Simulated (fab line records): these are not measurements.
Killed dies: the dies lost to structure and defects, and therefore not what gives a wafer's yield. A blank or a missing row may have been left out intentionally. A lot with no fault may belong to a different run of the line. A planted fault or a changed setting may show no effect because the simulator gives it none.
Comparing a struck lot with a sound one	flow nandHarc	15 out of 1159 route steps
Sound: the wafers L383.2, L383.4, L383.5. Wafers L392.2, L392.5, L392.6 were the ones struck. At the end, the cause is stated.
Each step with rows lists, per side, the tool, then ch with its chambers, then its first start. Under that, the readings that differ: sound wafers	struck wafers	difference of the means	sigmas: that difference in standard deviations of wafers without a fault.
alike: same words and numbers on both sides, and readings whose means sit less than 2 such deviations apart. not compared: any withheld reading, any reading some wafer has no value for, any bound like >300 that may hide the same value, and any number with overlapping values for which the record gives no deviation.
The two part at a step that has a row with sigmas, a row that says differs or no value, or rows on one side only. Numbers that don't overlap but have no deviation are shown without sigmas and don't part them. A reading that every wafer of one side lacks parts them only if that side has two wafers or more.

first, 1 step without rows for these wafers: NHARC_A_ONON_D1_DEP_12 (target thk 1000 nm).
NHARC_A_ONON_D1_THK_MEAS_14: measures by ellipsometry.
  sound on filmMetro-01, day 9 00:55; struck on filmMetro-01, day 11 08:37
reading	sound	struck	difference	sigmas
thkNm (nm)	989 988 988	1014 1014 1015	+26	+2
then, 2 steps without rows for these wafers: NHARC_A_ONON_D1_ANNEAL_15 (time 3600 s); NHARC_A_ONON_D1_DEP_16 (target thk 1000 nm).
NHARC_A_ONON_D1_THK_MEAS_18: measures by ellipsometry.
  sound on filmMetro-01, day 9 08:05; struck on filmMetro-01, day 11 15:43
  alike: thkNm
next comes 1 step that has no rows for these wafers: NHARC_A_ONON_D1_DEP_19 (target thickness 1000 nm).
NHARC_A_ONON_D1_THK_MEAS_21: measures by ellipsometry.
  sound on filmMetro-01, day 9 08:41; struck on filmMetro-01, day 11 16:16
  alike: thkNm
next comes 1 step that has no rows for these wafers: NHARC_A_ONON_D1_DEP_22 (target thickness 1000 nm).
NHARC_A_ONON_D1_THK_MEAS_24: measures by ellipsometry.
  sound on filmMetro-01, day 9 09:15; struck on filmMetro-01, day 11 16:50
reading	sound	struck	difference	sigmas
thkNm (nm)	1009 1008 1011	984 986 986	-24	-2
next comes 1 step that has no rows for these wafers: NHARC_A_ONON_D1_DEP_25 (target thickness 1000 nm).
NHARC_A_ONON_D1_THK_MEAS_27: measures by ellipsometry.
  sound on filmMetro-01, day 9 09:49; struck on filmMetro-01, day 11 17:25
  alike: thkNm
NHARC_A_ONON_D1_DEP_28: target thk 1000 nm.
  sound on pecvdOnon-02 ch 0, day 9 09:56; struck on pecvdOnon-02 ch 0, day 11 17:31
NHARC_A_ONON_D1_THK_MEAS_30: measures by ellipsometry.
  sound on filmMetro-01, day 9 10:23; struck on filmMetro-01, day 11 18:00
reading	sound	struck	difference	sigmas
thkNm (nm)	1011 1011 1012	1593 1592 1593	+581	+63
NHARC_A_ONON_D1_DEP_33: deposits SiO2, target thk 200 nm.
  sound on pecvd-02 ch 0,1,2, day 9 10:32; struck on pecvd-01 ch 0,1,2, day 11 18:06
  alike: heaterPowerW, throttleValvePct
-- break in the record here, with 12 days between the starts of the struck wafers on either side (left off in module A_ONON_D1, picked up again in module END, where the first step shown is number 1159 on the route) --
NHARC_END_SORT_01:
  sound on prober-01 ch 0, day 21 08:43; struck on prober-01 ch 0, day 24 02:43
reading	sound	struck	difference	sigmas
killedAtArray	34 30 33	674 676 675	+643	+74
killedDies	41 32 40	677 677 677	+639	+72
  alike: killedAtOther, killedAtPeriphery, killedOpen, killedShort

WHERE THEY PART
At NHARC_A_ONON_D1_THK_MEAS_14 first; at NHARC_END_SORT_01 last (within this record only).

WHY: what had been put in by the simulator
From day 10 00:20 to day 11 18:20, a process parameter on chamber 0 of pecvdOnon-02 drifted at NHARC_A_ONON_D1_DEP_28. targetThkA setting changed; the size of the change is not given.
